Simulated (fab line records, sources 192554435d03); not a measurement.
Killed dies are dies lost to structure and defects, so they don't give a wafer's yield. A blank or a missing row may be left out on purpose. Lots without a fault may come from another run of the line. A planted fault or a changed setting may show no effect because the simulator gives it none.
fab line records | flow n5_finfet
record lots=11 wafers=27 last_day=17
route steps=1938 shown BEOL_M4@1111 MIM_TOP@1838 TV_LITHO@1884 PASSIVATION@1908
lots that met no fault: from a run of the same line without faults
start_h: hours from the record's first day to the start of the lot's first wafer shown | wait_h: hours since the lot's step before | " the same as in the row above | L1.1+2: a row that stands for several wafers | - no value, or no start given | * or withheld: withheld | < > ~ a bound
route shown NAME@n: a module of which the file shows steps, and the number in the route of the first | usual: mean/standard deviation of fault-free wafers | same: alike in all rows | chamber/n: place in a boat | sites: the reading at each site | _std_site: their standard deviation | _edge_site: outer sites' mean less inner sites' | radius_mm: how far each site lies from the wafer's centre | mask NAME#n: copy n | behind: the tool/chamber that last shaped the wafer | hold: why the lot was held/for how many hours/how that ended | device: the transistor (n, p or np) that didn't switch | end of line: the same wafers' tests at the end of the route | a step without rows: its recipe alone | killed: dies lost to structure and defects at the first sort, not the wafer's yield | map: a wafer's dies, x killed, . not, _ none there
set.NAME: the setting as run; set.NAME@STEP: as run at that earlier step | model.NAME: the simulator's own value behind a step, which no gauge read
steps of the route over a sample of lots; a table a step, a row a wafer
services: from which hour (start_h, from the record's first day; less than 0 if before it) a tool's chamber was out of use, for how many hours, and why
## steps
# step N5_BEOL_M4_RC_MEAS_101
# usual DIBL_N=36.3/1.6 DIBL_P=36.2/2 IOFF_N=0.160/0.028 IOFF_P=0.21/0.036 ION_N=677/11 ION_P=465/6.9 SS_N=71.5/0.55 SS_P=73.3/0.64 VT_N=250/3 VT_P=-250/3.5
# columns lot.wafer tool chamber start_h wait_h DIBL_N[mV/V] DIBL_P[mV/V] IOFF_N[nA/um] IOFF_P[nA/um] ION_N[uA/um] ION_P[uA/um] SS_N[mV/dec] SS_P[mV/dec] VT_N[mV] VT_P[mV]
L602.2 prober-02 0 168.04 0.2 35.3 35.1 0.145 0.20 682 464 70.8 72.4 250 -248
L602.3 " 0 " " 36.1 35.6 0.159 0.21 679 471 70.7 72.5 248 -247
L602.6 " 0 " " 36.5 36.0 0.167 0.22 675 462 70.7 72.9 249 -251
L604.2 prober-01 0 193.52 0.2 37.0 35.5 0.146 0.23 678 464 71.7 72.9 249 -247
L604.3 " 0 " " 38.2 37.4 0.175 0.26 678 474 71.3 73.4 247 -245
L604.6 " 0 " " 39.1 37.2 0.185 0.27 683 467 72.3 73.3 247 -243
L606.1 prober-02 0 202.72 0.0 37.8 37.0 0.155 0.22 679 473 71.5 73.6 251 -249
L606.5 " 0 " " 38.3 36.7 0.152 0.22 662 469 71.8 73.4 253 -248
L606.6 " 0 " " 40.5 40.7 0.222 0.30 699 477 72.4 74.5 246 -244
L607.1 prober-01 0 204.48 0.0 37.1 36.7 0.159 0.21 679 467 72.0 73.0 250 -252
L607.2 " 0 " " 37.2 35.5 0.166 0.20 671 459 72.2 72.8 247 -250
L607.6 " 0 " " 36.6 35.7 0.150 0.19 683 461 71.2 72.2 249 -250
L608.3 prober-01 0 209.69 0.3 37.7 40.4 0.219 0.27 702 478 71.6 74.7 243 -248
L608.4 " 0 " " 35.0 36.8 0.160 0.20 675 459 71.2 72.7 250 -252
L611.4 prober-01 0 238.88 0.5 36.8 39.4 0.181 0.22 694 470 72.5 73.3 249 -252
L611.5 " 0 " " 35.2 38.0 0.152 0.20 671 458 72.0 72.7 250 -255
L614.1 prober-01 0 242.18 0.0 37.0 36.9 0.165 0.19 680 460 72.2 73.3 249 -254
L614.3 " 0 " " 36.2 37.5 0.169 0.20 685 469 71.6 73.2 251 -252
L615.1 prober-01 0 245.65 0.0 37.1 37.1 0.172 0.22 685 467 71.9 73.7 251 -254
L615.5 " 0 " " 36.4 36.7 0.171 0.21 678 462 72.1 73.8 249 -251
L620.3 prober-02 0 280.67 0.3 35.7 34.2 0.147 0.22 666 458 71.0 72.6 250 -248
L620.4 " 0 " " 38.5 38.1 0.206 0.27 692 471 72.0 74.1 245 -246
L620.5 " 0 " " 37.5 35.7 0.178 0.23 697 476 71.6 73.1 249 -250
L622.4 prober-02 0 300.57 0.5 34.3 34.8 0.135 0.20 665 463 71.1 73.0 251 -249
L622.6 " 0 " " 34.5 34.4 0.128 0.18 665 462 70.9 73.1 253 -252
L623.3 prober-01 0 306.05 0.3 36.7 35.4 0.172 0.21 682 463 71.5 73.3 247 -250
L623.6 " 0 " " 35.5 34.4 0.151 0.20 684 465 71.0 73.7 246 -248
# step N5_MIM_TOP_SPUTTER_03
# recipe material=TiN target_thk_a=350 temp_c=200 power_w=3000 chamber_pressure_pa=0.49996 gas=Ar reactive_partial_pa=0.37997 time_s=89.7
# usual susceptor_temp_C=199.97/0.16 throttle_valve_pct=30.1/0.85
# columns lot.wafer tool chamber start_h wait_h susceptor_temp_C throttle_valve_pct
L602.2 pvd_sputter-02 - 261.39 0.0 199.99 29.0
L602.3 " - " " 200.07 29.4
L602.6 " - " " 199.99 29.2
L604.2 pvd_sputter-03 - 289.75 0.0 200.17 30.3
L604.3 " - " " 199.86 31.8
L604.6 " - " " 200.28 32.0
L607.1 pvd_sputter-02 - 290.06 0.0 199.88 30.5
L607.2 " - " " 199.84 28.6
L607.6 " - " " 199.96 29.1
L606.1 pvd_sputter-02 - 294.14 0.0 199.90 29.0
L606.5 " - " " 199.96 28.8
L606.6 " - " " 200.18 30.2
L608.3 pvd_sputter-01 - 300.65 0.0 200.07 29.3
L608.4 " - " " 199.92 30.5
L611.4 pvd_sputter-02 - 329.45 0.0 199.87 30.3
L611.5 " - " " 200.01 29.2
L614.1 pvd_sputter-02 - 340.06 0.0 200.04 29.0
L614.3 " - " " 200.12 30.3
L615.1 pvd_sputter-02 - 340.90 0.0 199.73 29.8
L615.5 " - " " 199.81 30.3
L620.3 pvd_sputter-03 - 376.78 0.0 199.87 31.8
L620.4 " - " " 199.81 30.2
L620.5 " - " " 199.94 30.4
L622.4 pvd_sputter-03 - 393.03 0.0 199.82 29.9
L622.6 " - " " 200.04 29.3
L623.3 pvd_sputter-03 - 406.44 0.0 199.75 31.8
L623.6 " - " " 199.94 29.4
# step N5_PASSIVATION_OVL_MEAS_60
# recipe points_per_wafer=44
# usual TV_OVL=-2/5.2
# columns lot.wafer tool chamber start_h wait_h TV_OVL[nm]
L602.2 overlay-02 0 265.87 0.0 -7
L602.3 " 0 " " -3
L602.6 " 0 " " -11
L604.2 overlay-01 0 292.71 0.0 -1
L604.3 " 0 " " 5
L604.6 " 0 " " 0
L607.1 overlay-02 0 294.79 0.0 -2
L607.2 " 0 " " -12
L607.6 " 0 " " -6
L606.1 overlay-02 0 299.14 0.0 2
L606.5 " 0 " " -6
L606.6 " 0 " " -5
L608.3 overlay-01 0 304.06 0.0 -5
L608.4 " 0 " " -6
L611.4 overlay-02 0 332.72 0.0 0
L614.1 overlay-02 0 344.56 0.0 -5
L615.1 overlay-01 0 346.45 0.0 3
L620.3 overlay-02 0 381.29 0.0 3
L620.4 " 0 " " -13
L620.5 " 0 " " -2
L622.4 overlay-01 0 396.21 0.0 -4
L622.6 " 0 " " -2
L623.3 overlay-01 0 410.45 0.0 -1
L623.6 " 0 " " -8
# step N5_PASSIVATION_DESCUM_32
# recipe chemistry=O2 time_s=7.9 source_power_w=50 bias_power_w=20 pressure_mtorr=20 rf_frequency_hz=2.712e+07 temp_c=40 o2_flow_sccm=225
# usual chamber_pressure_mTorr=19.999/0.019 drypump_motor_current_A=5.7/0.42 oes_product_au=0.81/0.053 rf_vpp_V=243.5/1.4 showerhead_plenum_p_Torr=2.12/0.07 throttle_valve_pct=20.34/0.25
# same time_s=7.9
# columns lot.wafer tool chamber start_h wait_h chamber_pressure_mTorr drypump_motor_current_A oes_product_au rf_hours_counter_h rf_vpp_V showerhead_plenum_p_Torr throttle_valve_pct
L602.2 rie_diel-06 0 267.45 0.0 20.012 6.2 0.82 87 245.2 2.22 20.17
L602.3 " 2 " " 20.008 5.1 0.84 61 243.6 2.12 19.99
L602.6 " 3 " " 20.036 5.8 0.82 - 244.6 2.18 20.11
L604.2 rie_diel-02 2 294.42 0.0 20.011 5.6 0.94 17 242.7 2.05 20.22
L604.3 " 3 " " 20.009 4.9 0.77 131 243.8 2.11 20.19
L604.6 " 2 " " 20.013 5.6 0.94 - 242.5 2.06 20.24
L607.1 rie_diel-03 3 297.21 0.1 19.991 5.6 0.80 94 242.9 2.12 20.37
L607.2 " 1 " " 20.002 5.6 0.85 56 245.6 2.24 20.45
L607.6 " 0 " " 19.992 6.2 0.79 - 242.5 2.08 20.70
L606.1 rie_diel-02 3 301.43 0.8 19.998 4.9 0.77 134 245.5 2.11 20.21
L606.5 " 0 " " 20.007 6.4 0.87 - 241.7 2.02 20.64
L606.6 " 1 " " 19.999 5.7 0.90 - 242.9 2.12 19.94
L608.3 rie_diel-06 1 305.53 0.0 20.023 6.1 0.74 146 242.3 2.03 20.57
L608.4 " 2 " " 19.966 5.2 0.81 75 244.5 2.12 20.02
L611.4 rie_diel-06 2 334.76 0.4 20.013 5.1 0.81 83 243.3 2.11 20.02
L614.1 rie_diel-03 2 346.85 0.6 20.019 5.5 0.82 98 244.3 2.19 20.65
L615.1 rie_diel-03 0 348.87 0.2 20.023 6.1 0.77 161 243.6 2.07 20.72
L620.3 rie_diel-03 2 383.56 0.2 19.976 5.5 0.81 113 243.5 2.19 20.68
L620.4 " 1 " " 20.002 5.6 0.81 92 245.7 2.23 20.49
L620.5 " 3 " " 19.990 5.6 0.76 - 243.8 2.11 20.44
L622.4 rie_diel-02 3 398.08 0.2 19.986 4.9 0.75 158 242.5 2.10 20.26
L622.6 " 1 " " 19.987 5.7 0.85 - 243.5 2.11 19.98
L623.3 rie_diel-06 0 412.50 0.0 19.971 6.2 0.76 141 244.3 2.20 20.23
L623.6 " 3 " " 19.993 5.8 0.75 - 244.5 2.16 20.20
# step N5_PASSIVATION_STRIP_48
# recipe chemistry=O2 power_w=600 temp_c=60 pressure_mtorr=30 rf_frequency_hz=6e+07 bias_power_w=0 overash_fraction=0.5 o2_flow_sccm=225
# usual chamber_pressure_mTorr=30.01/0.13 drypump_motor_current_A=5.7/0.38 oes_product_au=0.80/0.055 rf_vpp_V=4.0/2.5 showerhead_plenum_p_Torr=2.14/0.071 throttle_valve_pct=16.64/0.24
# columns lot.wafer tool chamber start_h wait_h chamber_pressure_mTorr drypump_motor_current_A oes_product_au rf_hours_counter_h rf_vpp_V showerhead_plenum_p_Torr throttle_valve_pct
L602.2 rie_diel-02 3 270.05 0.1 29.81 4.9 0.83 123 0.9 2.12 16.41
L602.3 " 2 " " 29.83 5.6 0.98 9 7.8 2.06 16.41
L602.6 " 3 " " 30.02 4.9 0.77 - 5.6 2.12 16.44
L604.2 rie_diel-06 3 296.97 0.1 29.97 5.8 0.83 114 2.8 2.18 16.51
L604.3 " 2 " " 30.18 5.1 0.81 71 3.4 2.12 16.32
L604.6 " 0 " " 30.06 6.1 0.81 - 3.8 2.22 16.47
L607.1 rie_diel-03 2 300.06 0.1 29.93 5.5 0.84 78 0.2 2.21 16.80
L607.2 " 0 " " 30.06 6.2 0.79 139 1.7 2.08 16.98
L607.6 " 1 " " 30.06 5.6 0.84 - 2.1 2.24 16.63
L606.1 rie_diel-03 3 303.75 0.1 29.98 5.6 0.78 97 6.0 2.12 16.58
L606.5 " 2 " " 30.15 5.4 0.81 - 0.1 2.21 16.90
L606.6 " 3 " " 29.99 5.7 0.77 - 4.7 2.12 16.55
L608.3 rie_diel-03 3 308.15 0.1 29.91 5.7 0.79 98 4.0 2.12 16.58
L608.4 " 2 " " 29.88 5.5 0.83 81 3.8 2.21 16.77
L611.4 rie_diel-03 2 337.46 0.1 29.93 5.5 0.86 93 3.2 2.20 16.94
L614.1 rie_diel-06 1 349.75 0.1 30.17 6.1 0.73 164 3.9 2.02 16.86
L615.1 rie_diel-03 1 352.99 0.1 30.09 5.6 0.78 81 4.9 2.23 16.71
L620.3 rie_diel-03 1 386.70 0.1 29.83 5.8 0.81 93 5.5 2.23 16.62
L620.4 " 3 " " 30.06 5.7 0.74 131 5.5 2.11 16.66
L620.5 " 1 " " 29.96 5.7 0.77 - 4.1 2.23 16.78
L622.4 rie_diel-02 3 400.53 0.1 30.05 4.9 0.73 159 4.4 2.11 16.52
L622.6 " 0 " " 29.81 6.4 0.81 - 2.2 2.02 16.88
L623.3 rie_diel-06 3 414.79 0.1 29.75 5.8 0.74 158 0.4 2.16 16.51
L623.6 " 2 " " 30.06 5.1 0.78 - 4.7 2.11 16.37
# step N5_PASSIVATION_PROBE_49
# usual defect_limited_yield=91.2/1.5 killed_at_M0_to_M3=36/10 killed_at_M4_up=13/6 killed_at_contacts=11/5.2 killed_at_front_end=40/11 killed_at_other=3.1/2.9 killed_dies=104/17 killed_on_rim=14/3.6 killed_open=66/12 killed_short=34/7.7 sort_bin_5_function=5.1/0.91 sort_bin_6_memory=3.2/0.67 sort_n_pass=1076/17 sort_yield_pct=91.2/1.5
# same gross_dies=1180 killed_at_back_side=0 sort_bin_4_leakage[%]=0 sort_bin_8_speed[%]=0
# columns lot.wafer tool chamber start_h wait_h defect_limited_yield[%] killed_at_M0_to_M3 killed_at_M4_up killed_at_contacts killed_at_front_end killed_at_other killed_dies killed_on_rim killed_open killed_short sort_bin_5_function[%] sort_bin_6_memory[%] sort_n_pass sort_yield_pct[%]
L606.1 prober-02 - 306.24 0.0 89.6 40 17 5 53 8 123 16 59 47 5.3 3.9 1057 89.6
L606.5 prober-02 - 306.44 0.2 88.0 43 17 4 74 4 142 16 94 38 6.9 4.3 1038 88.0
L606.6 prober-02 - 306.49 0.3 89.3 65 7 7 46 1 126 14 69 53 6.1 4.3 1054 89.3
L611.4 prober-02 - 340.10 0.2 91.7 38 7 15 38 0 98 12 60 33 4.8 3.1 1082 91.7
L611.5 prober-02 - 340.15 0.2 0 33 4 7 30 1106 1180 152 52 26 3.6 2.7 0 0
L614.1 prober-02 - 352.91 0.7 91.5 35 13 17 34 1 100 13 68 32 5.1 3.3 1080 91.5
L614.3 prober-02 - 353.01 0.8 0 38 10 6 30 1096 1180 152 63 20 4.7 2.4 0 0
L615.1 prober-02 - 355.48 0.0 93.5 26 11 8 32 0 77 11 53 21 4.2 1.9 1103 93.5
L615.5 prober-02 - 355.68 0.2 0 34 12 10 34 1090 1180 152 60 29 4.7 2.6 0 0
# killed by level:class
L606.1 BEOL_M0_SAQP:geometric_particle:open=14 BEOL_M0_SAQP:geometric_particle:short=14 HKMG_FIN:area_etch=9 GATE_CUT:geometric_particle:short=8 FIN_SAQP:geometric_particle:short=7 FIN_SAQP:geometric_particle:open=6 GATE_CUT:geometric_particle:open=6 BEOL_M4:geometric_particle:open=5
L606.5 FIN_SAQP:geometric_particle:open=27 BEOL_M0:geometric_particle:open=12 FIN_SAQP:geometric_particle:short=10 GATE_CUT:geometric_particle:open=8 BEOL_M0_SAQP:geometric_particle:open=8 BEOL_M3:geometric_particle:open=8 HKMG_FIN:area_etch=8 BEOL_M0_SAQP:geometric_particle:short=6
L606.6 BEOL_M0_SAQP:geometric_particle:open=26 BEOL_M0_SAQP:geometric_particle:short=23 FIN_SAQP:geometric_particle:short=9 FIN_SAQP:geometric_particle:open=7 DUMMY_GATE:geometric_particle:open=5 MOL_CONTACT_COAG:geometric_particle:open=5 STARTING-WAFER:geometric_particle:open=4 BEOL_M0:geometric_particle:open=4
L611.4 MOL_CONTACT_COAG:geometric_particle:open=9 DUMMY_GATE:geometric_particle:open=8 STI_FIN_REVEAL:geometric_particle:open=7 BEOL_M0_SAQP:geometric_particle:short=7 BEOL_M2:geometric_particle:open=6 GATE_CUT:geometric_particle:short=5 BEOL_M0:geometric_particle:open=5 BEOL_M3:geometric_particle:open=5
L611.5 MIM_TOP:area_sputter=1102 BEOL_M1:geometric_particle:open=8 BEOL_M2:geometric_particle:open=8 MOL_CONTACT_COAG:geometric_particle:open=6 STI_FIN_REVEAL:geometric_particle:open=5 DUMMY_GATE:geometric_particle:open=5 GATE_CUT:geometric_particle:short=5 FIN_SAQP:geometric_particle:open=4
L614.1 MOL_CONTACT_COAG:geometric_particle:open=14 BEOL_M3:geometric_particle:open=11 BEOL_M2:geometric_particle:open=9 FIN_SAQP:geometric_particle:short=7 FIN_SAQP:geometric_particle:open=6 BEOL_M0:geometric_particle:open=5 STARTING-WAFER:geometric_particle:open=5 DUMMY_GATE:geometric_particle:open=4
L614.3 MIM_TOP:area_sputter=1095 BEOL_M3:geometric_particle:open=12 BEOL_M0_SAQP:geometric_particle:open=8 STI_FIN_REVEAL:geometric_particle:open=6 MOL_CONTACT_COAG:geometric_particle:open=6 FIN_SAQP:geometric_particle:open=5 DUMMY_GATE:geometric_particle:open=5 BEOL_M2:geometric_particle:open=5
L615.1 STARTING-WAFER:geometric_particle:short=8 FIN_SAQP:geometric_particle:open=7 MOL_CONTACT_COAG:geometric_particle:open=7 STI_FIN_REVEAL:geometric_particle:open=5 BEOL_M0_SAQP:geometric_particle:open=5 BEOL_M4:geometric_particle:open=5 BEOL_M2:geometric_particle:open=4 BEOL_M3:geometric_particle:open=4
L615.5 MIM_TOP:area_sputter=1090 BEOL_M0_SAQP:geometric_particle:open=10 FIN_SAQP:geometric_particle:open=9 MOL_CONTACT_COAG:geometric_particle:open=9 FIN_SAQP:geometric_particle:short=8 BEOL_M2:geometric_particle:short=6 BEOL_M4:geometric_particle:open=6 BEOL_M0_SAQP:geometric_particle:short=5
## services
# columns tool chamber start_h hours kind
rie_diel-03 2 246.73 2.6 repair
pvd_sputter-01 - 265.60 4.9 repair
pvd_sputter-02 - 306.05 1.9 repair
rie_diel-06 - 307.32 2.8 pm
rie_diel-02 - 329.88 24.2 repair
pvd_sputter-03 - 352.94 1.0 repair
rie_diel-06 2 386.98 7.8 repair
pvd_sputter-01 - 403.33 0.7 repair
## key
first_sign step=N5_PASSIVATION_PROBE_49 reading=killed_at_other direction=up sigmas=99+ usual=3.1 struck=1097.3
effect step=N5_PASSIVATION_PROBE_49 reading=sort_yield_pct direction=down sigmas=63 usual=91.2 struck=0
more_kills_born_at N5_MIM_TOP_SPUTTER_03@pvd_sputter-02=3287
met_at N5_MIM_TOP_SPUTTER_03
struck_lots L611,L614,L615
struck_wafers L611.5,L614.3,L615.5
later_rows_left_out L611.5,L614.3,L615.5
not_acting_at N5_PASSIVATION_OVL_MEAS_60,N5_PASSIVATION_DESCUM_32,N5_PASSIVATION_STRIP_48
onset_between 294.14 329.45
fault kind=process_parameter_drift tool=pvd_sputter-02 chamber=- onset_h=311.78 steps=N5_MIM_TOP_SPUTTER_03 channel=time_s offset=* shape=step end_h=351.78 scope=struck_wafers_only acts_in=* stated=*
# later_rows_left_out: the simulator's readings of these wafers behind a module that went badly wrong aren't trusted and aren't shown, but for the sort
